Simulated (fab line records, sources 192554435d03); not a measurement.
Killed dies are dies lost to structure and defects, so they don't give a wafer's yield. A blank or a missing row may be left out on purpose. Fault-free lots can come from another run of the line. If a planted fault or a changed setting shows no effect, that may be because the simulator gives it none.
Matching of chambers	flow n5Finfet	4 sister chambers for N5_MOL_CONTACT_COAG_CMP_52 on cmp-04
The step polishes, stops on SiO2, t overpolish 1.5 s, target thk 66.5 nm. 18 wafers are shown with their chamber, then 9 later ones without.

== WAFERS PAIRED WITH THEIR CHAMBERS ==
wafer	chamber	motorCurrentA (A)	edgeZonePressureFrac	platenRpm (rpm)
L078.2	2	13.3	1.001	50.34
L078.5	0	11.8	1.003	50.32
L078.6	1	12.4	0.999	50.31
L083.1	3	12.1	0.994	50.30
L083.3	2	13.6	1.006	50.29
L083.5	1	12.7	0.999	50.28
L084.1	1	12.2	1.001	50.30
L084.2	0	12.1	0.996	50.31
L084.5	1	12.5	1.003	50.28
L088.1	2	13.7	0.998	50.23
L088.2	3	12.0	0.996	50.31
L088.5	2	13.6	0.998	50.27
L091.3	3	12.3	0.995	50.30
L091.4	2	14.0	1.002	50.25
L091.5	2	13.6	1.006	50.27
L092.1	0	11.1	1.007	50.28
L092.3	1	11.9	1.001	50.33
L092.5	0	11.8	0.998	50.31

SIGNATURES (means of the wafers above)
reading	chamber 0	chamber 1	chamber 2	chamber 3	scatter within a chamber
motorCurrentA	11.700	12.340	13.633	12.133	0.294
edgeZonePressureFrac	1.00100	1.00060	1.00183	0.99500	0.0033
platenRpm	50.3050	50.3000	50.2750	50.3033	0.0266
Rule: distance of a wafer from a chamber = root of the sum over the readings of ((wafer's reading minus chamber's mean) / reading's scatter) squared. The wafer belongs to the nearest chamber; if the next one is less than 2 further off, it can't be placed. The scatter is the square root of a quotient: the sum, over the shown wafers, of each reading's squared deviation from its chamber's mean, divided by wafers minus chambers.

== WAFERS WITH NO CHAMBER GIVEN ==
wafer	motorCurrentA (A)	edgeZonePressureFrac	platenRpm (rpm)
L093.3	13.4	1.003	50.27
L093.5	11.7	0.998	50.24
L093.6	11.6	0.993	50.36
L096.1	12.5	1.005	50.25
L096.2	11.4	0.998	50.26
L096.3	13.6	0.988	50.30
L097.2	11.5	1.001	50.31
L097.4	13.0	1.002	50.38
L097.6	11.4	0.999	50.25

== CHAMBER TAKEN BY EACH ==
wafer	from the rows above	in truth
L093.3	2	2
L093.5	can't be placed: 0 or 3 or 1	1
L093.6	can't be placed: 3 or 0 or 1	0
L096.1	can't be placed: 1 or 0 or 3 or 2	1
L096.2	can't be placed: 0 or 3 or 1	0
L096.3	can't be placed: 2 or 3 or 1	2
L097.2	0	0
L097.4	can't be placed: 1 or 2 or 3 or 0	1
L097.6	can't be placed: 0 or 3 or 1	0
Correct placement for 2 of the 9. These rows do not allow placing 7 (true chamber among the candidates in 7). Placed wrongly: 0.
